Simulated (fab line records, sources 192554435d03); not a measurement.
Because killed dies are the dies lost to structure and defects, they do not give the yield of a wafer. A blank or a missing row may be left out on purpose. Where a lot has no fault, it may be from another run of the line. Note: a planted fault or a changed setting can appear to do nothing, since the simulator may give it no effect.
Matching of chambers -- flow n5-finfet -- N5_BEOL_M11_DESCUM_33 on rie-diel-05: 4 sister chambers
The step chemistry O2, time 7.9 s. 8 wafers are shown with their chamber, then 8 later ones without.

WAFERS, EACH WITH ITS CHAMBER
wafer,chamber,throttle-valve-pct (%),oes-product-au (a.u.)
L080.2,2,20.0,0.86
L082.2,1,20.4,0.67
L082.5,1,20.4,0.67
L085.6,0,20.8,0.68
L088.2,0,20.8,0.67
L088.3,3,20.6,0.92
L088.6,2,20.1,0.85
L087.1,3,20.6,0.90

WAFERS WITH NO CHAMBER GIVEN
wafer,throttle-valve-pct (%),oes-product-au (a.u.)
L087.3,20.1,0.85
L087.5,20.6,0.90
L090.1,20.8,0.67
L090.4,20.1,1.00
L090.6,20.8,0.68
L095.1,20.2,0.94
L095.3,20.1,0.81
L095.4,20.2,0.94

EACH ONE'S CHAMBER
wafer,from the rows above,in truth
L087.3,2,2
L087.5,3,3
L090.1,0,0
L090.4,can't be placed: 2 or 3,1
L090.6,0,0
L095.1,can't be placed: 2 or 3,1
L095.3,2,2
L095.4,can't be placed: 2 or 3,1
5 of 8 placed correctly. Unplaceable from these rows: 3, with the true chamber sitting among the candidates in 0. 0 placed wrongly.
How it was worked out, from the rows above alone: a wafer's distance from a chamber is the root of the sum, over the readings, of the square of ((its reading less the chamber's mean) divided by the reading's scatter). If the next closest chamber is less than 2 further off than the closest, the wafer can't be placed; otherwise it belongs to the closest. A chamber's mean is the mean of its shown wafers. The scatter: take each reading less its chamber's mean, square it, sum over the shown wafers, divide by the number of wafers less the number of chambers, and take the root.
